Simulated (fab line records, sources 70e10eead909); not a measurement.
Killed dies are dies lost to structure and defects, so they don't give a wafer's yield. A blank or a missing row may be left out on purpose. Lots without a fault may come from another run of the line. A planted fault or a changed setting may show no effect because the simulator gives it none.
Chamber matching | flow nand_harc | NHARC_A_BLC_ALD_23 on ald_metal-02: 4 sister chambers
The step deposits TiN, target thk 3 nm, pulse time 1 s, ald cycles 150. 20 wafers are shown with their chamber, then 10 later ones without.

WAFERS WITH THEIR CHAMBER
wafer  | chamber | heater_power_w (W) | precursor_pulse_height_rel
L074.3 | 1       | 945                | 1.019
L074.4 | 2       | 904                | 1.038
L074.6 | 2       | 936                | 1.012
L078.2 | 1       | 940                | 1.019
L078.3 | 0       | 1099               | 0.994
L078.4 | 3       | 1042               | 1.002
L080.3 | 1       | 973                | 0.998
L080.4 | 2       | 918                | 1.005
L080.5 | 1       | 944                | 0.984
L084.1 | 3       | 1018               | 0.989
L084.3 | 0       | 1043               | 0.977
L084.6 | 1       | 920                | 0.999
L085.1 | 1       | 900                | 0.982
L085.2 | 3       | 1037               | 0.999
L085.5 | 1       | 905                | 1.000
L089.2 | 3       | 1025               | 0.995
L089.3 | 1       | 921                | 0.980
L089.4 | 2       | 938                | 0.983
L087.2 | 0       | 1027               | 0.994
L087.3 | 3       | 1052               | 1.019

SIGNATURES (means of the wafers above)
reading                    | chamber 0 | chamber 1 | chamber 2 | chamber 3 | scatter within a chamber
heater_power_w             | 1056.33   | 931.00    | 924.00    | 1034.80   | 23
precursor_pulse_height_rel | 0.98833   | 0.99762   | 1.00950   | 1.00080   | 0.0156
Rule: a wafer's distance from a chamber is the root of the sum, over the readings, of the square of ((its reading less the chamber's mean) divided by the reading's scatter). The wafer belongs to the nearest chamber; if the next one is less than 2 further off, it can't be placed. The scatter: the root of (the sum of the squares of (reading less its chamber's mean) over the shown wafers, divided by (wafers less chambers)).

WAFERS WITHOUT THEIR CHAMBER
wafer  | heater_power_w (W) | precursor_pulse_height_rel
L087.5 | 931                | 0.970
L090.2 | 1038               | 1.017
L090.3 | 906                | 0.981
L090.4 | 1031               | 0.961
L091.2 | 1038               | 1.001
L091.4 | 1044               | 0.964
L091.5 | 1022               | 1.001
L095.1 | 948                | 0.994
L095.3 | 1056               | 0.967
L095.5 | 907                | 1.000

WHICH CHAMBER EACH WENT THROUGH
wafer  | from the rows above     | in truth
L087.5 | can't be placed: 1 or 2 | 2
L090.2 | can't be placed: 3 or 0 | 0
L090.3 | can't be placed: 1 or 2 | 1
L090.4 | can't be placed: 0 or 3 | 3
L091.2 | can't be placed: 3 or 0 | 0
L091.4 | can't be placed: 0 or 3 | 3
L091.5 | can't be placed: 3 or 0 | 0
L095.1 | can't be placed: 1 or 2 | 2
L095.3 | can't be placed: 0 or 3 | 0
L095.5 | can't be placed: 2 or 1 | 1
Placed correctly: 0 of 10. Can't be placed from these rows: 10 (the true chamber is among the candidates in 10). Placed wrongly: 0.
